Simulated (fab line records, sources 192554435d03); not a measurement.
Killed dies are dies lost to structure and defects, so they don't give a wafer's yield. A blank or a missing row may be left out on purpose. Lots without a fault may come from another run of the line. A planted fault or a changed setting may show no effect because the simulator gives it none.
Chamber matching | flow n5_finfet | N5_BEOL_M10_DEP_56 on pecvd-02: 3 sister chambers
The step deposits SiCN from 3MS/NH3, target thk 15 nm, time 26.5 s. 20 wafers are shown with their chamber, then 10 later ones without.

WAFERS WITH THEIR CHAMBER
wafer  | chamber | showerhead_vpp_V (V) | throttle_valve_pct (%) | showerhead_plenum_p_Torr (Torr)
L074.3 | 1       | 939                  | 8.5                    | 3.670
L074.4 | 1       | 949                  | 8.5                    | 3.667
L074.5 | 2       | 783                  | 9.0                    | 3.675
L081.1 | 1       | 955                  | 8.6                    | 3.666
L081.5 | 1       | 928                  | 8.4                    | 3.672
L081.6 | 0       | 839                  | 8.9                    | 3.668
L084.1 | 0       | 833                  | 8.8                    | 3.661
L084.2 | 1       | 948                  | 8.5                    | 3.676
L084.3 | 2       | 789                  | 8.6                    | 3.668
L084.4 | 0       | 843                  | 8.6                    | 3.653
L084.5 | 1       | 938                  | 8.5                    | 3.662
L084.6 | 2       | 786                  | 8.9                    | 3.656
L085.1 | 1       | 925                  | 8.2                    | 3.666
L085.4 | 1       | 942                  | 8.7                    | 3.652
L085.6 | 0       | 821                  | 9.1                    | 3.661
L086.1 | 0       | 833                  | 8.8                    | 3.656
L086.2 | 1       | 972                  | 8.4                    | 3.669
L086.3 | 2       | 792                  | 8.8                    | 3.672
L086.4 | 1       | 953                  | 8.6                    | 3.659
L086.5 | 0       | 831                  | 9.0                    | 3.666

SIGNATURES (means of the wafers above)
reading                  | chamber 0 | chamber 1 | chamber 2 | scatter within a chamber
showerhead_vpp_V         | 833.33    | 944.90    | 787.50    | 10.9
throttle_valve_pct       | 8.867     | 8.490     | 8.825     | 0.155
showerhead_plenum_p_Torr | 3.66083   | 3.66590   | 3.66775   | 0.00684
Rule: a wafer's distance from a chamber is the root of the sum, over the readings, of the square of ((its reading less the chamber's mean) divided by the reading's scatter). The wafer belongs to the nearest chamber; if the next one is less than 2 further off, it can't be placed. The scatter: the root of (the sum of the squares of (reading less its chamber's mean) over the shown wafers, divided by (wafers less chambers)).

WAFERS WITHOUT THEIR CHAMBER
wafer  | showerhead_vpp_V (V) | throttle_valve_pct (%) | showerhead_plenum_p_Torr (Torr)
L086.6 | 785                  | 9.0                    | 3.664
L088.1 | 821                  | 8.7                    | 3.673
L088.3 | 791                  | 8.8                    | 3.673
L088.4 | 789                  | 8.9                    | 3.658
L092.2 | 789                  | 8.8                    | 3.670
L092.3 | 952                  | 8.5                    | 3.679
L092.4 | 792                  | 8.9                    | 3.662
L096.1 | 801                  | 8.8                    | 3.661
L096.3 | 944                  | 8.7                    | 3.676
L096.5 | 939                  | 8.7                    | 3.676

WHICH CHAMBER EACH WENT THROUGH
wafer  | from the rows above     | in truth
L086.6 | 2                       | 2
L088.1 | can't be placed: 0 or 2 | 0
L088.3 | 2                       | 2
L088.4 | 2                       | 2
L092.2 | 2                       | 2
L092.3 | 1                       | 1
L092.4 | 2                       | 2
L096.1 | can't be placed: 2 or 0 | 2
L096.3 | 1                       | 1
L096.5 | 1                       | 1
Placed correctly: 8 of 10. Can't be placed from these rows: 2 (the true chamber is among the candidates in 2). Placed wrongly: 0.
